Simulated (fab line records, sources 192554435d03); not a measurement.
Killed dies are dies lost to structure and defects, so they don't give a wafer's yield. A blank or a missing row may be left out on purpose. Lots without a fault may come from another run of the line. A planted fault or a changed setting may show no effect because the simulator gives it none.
Split-lot experiment | flow n5_finfet | 7 lots, 21 wafers read, on a route of 1938 steps

THE SPLIT
At N5_BEOL_M5_EXPOSE_08 (exposes mask M5, target cd 28 nm), the setting dose_mj was moved away from the recipe's 35.75 on 9 of the 21 wafers read, by -5.9% to +4.2%. The other wafers ran this setting at the recipe's value.

FROM THE SPLIT TO THE READING: what the file shows between them, 2 steps
- N5_BEOL_M5_PEB_09: peb time 60 s
- N5_BEOL_M5_DEVELOP_10: develop time 30 s

THE READING
cd_nm, in nm, at N5_BEOL_M5_CD_MEAS_11 (target cd 27.74 nm). Fault-free wafers of this fab line usually give 27.98 nm, standard deviation 0.27 nm.

wafer  | tool, chamber at the split | dose_mj as run | against the recipe | cd_nm, nm | against lot-mates on the recipe
L074.1 | euv_scanner-01, 0          | 34.05          | -4.8%              | 27.02     | -1.43
L074.2 | euv_scanner-01, 0          | 35.75          | recipe             | 28.45     | -
L074.3 | euv_scanner-01, 0          | 34.05          | -4.8%              | 27.06     | -1.39
L077.3 | euv_scanner-02, 0          | 35.75          | recipe             | 28.09     | -
L077.4 | euv_scanner-02, 0          | 35.75          | recipe             | 27.60     | -
L077.5 | euv_scanner-02, 0          | 35.75          | recipe             | 28.21     | -
L078.1 | euv_scanner-02, 0          | 33.64          | -5.9%              | 26.82     | -1.16
L078.3 | euv_scanner-02, 0          | 33.64          | -5.9%              | 26.87     | -1.11
L078.5 | euv_scanner-02, 0          | 35.75          | recipe             | 27.98     | -
L080.1 | euv_scanner-02, 0          | 34.04          | -4.8%              | 26.94     | -0.59
L080.2 | euv_scanner-02, 0          | 34.04          | -4.8%              | 26.47     | -1.06
L080.3 | euv_scanner-02, 0          | 35.75          | recipe             | 27.53     | -
L084.4 | euv_scanner-01, 0          | 37.26          | +4.2%              | 29.58     | +1.48
L084.5 | euv_scanner-01, 0          | 37.26          | +4.2%              | 29.03     | +0.93
L084.6 | euv_scanner-01, 0          | 35.75          | recipe             | 28.10     | -
L088.1 | euv_scanner-01, 0          | 35.75          | recipe             | 27.75     | -
L088.2 | euv_scanner-01, 0          | 35.05          | -2.0%              | 27.55     | -0.26
L088.5 | euv_scanner-01, 0          | 35.75          | recipe             | 27.88     | -
L096.2 | euv_scanner-01, 0          | 35.75          | recipe             | 27.69     | -
L096.3 | euv_scanner-01, 0          | 35.75          | recipe             | 28.02     | -
L096.6 | euv_scanner-01, 0          | 35.75          | recipe             | 27.73     | -

THE FIT
A straight line over all 21 wafers: cd_nm changes by +0.236 nm for each +1% of dose_mj; r = +0.93; the points scatter about the line by 0.29 nm.
The same after taking each lot's own level away (the mean of its wafers on the recipe; 21 wafers): +0.233 nm for each +1%; r = +0.95; scatter 0.24 nm.
On that fit, the largest move of dose_mj shifts the reading by 1.4 nm.
The lots' own levels span 27.530 to 28.450 nm, that is 3.4 times the standard deviation above.
So the lot-to-lot level changes the slope little: the two slopes agree.
Check: with one of the wafers moved furthest among these (-5.9%) left out of the fit, the line predicts -1.36 nm for it against its lot-mates. It came out at -1.16 nm against them.

THE WHOLE CHAIN: every reading that the file lists as answering this split, in the file's order
step                  | what it does                                                          | reading                                                        | change (the file's fit)               | r (the file's)
N5_BEOL_M5_CD_MEAS_11 | target cd 27.74 nm                                                    | cd_nm                                                          | +0.226 nm for each +1% of the setting | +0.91
N5_BEOL_M5_DESCUM_16  | chemistry O2, time 7 s                                                | BEOL_M5.cd_nm (the simulator's own value, which no gauge read) | +0.24 nm for each +1% of the setting  | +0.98
N5_BEOL_M5_ETCH_62    | etches SOC in N2/H2, target depth 75 nm, overetch 15 nm, time 112.5 s | BEOL_M5.cd_nm (the simulator's own value, which no gauge read) | +0.222 nm for each +1% of the setting | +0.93
N5_BEOL_M5_HM_OPEN_17 | chemistry Cl2/BCl3, target TiN, target depth 20 nm, overetch 6 nm     | BEOL_M5.cd_nm (the simulator's own value, which no gauge read) | +0.225 nm for each +1% of the setting | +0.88

THE FILE'S OWN FIT
cd_nm changes by +0.226 nm for each +1% of dose_mj, r = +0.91.
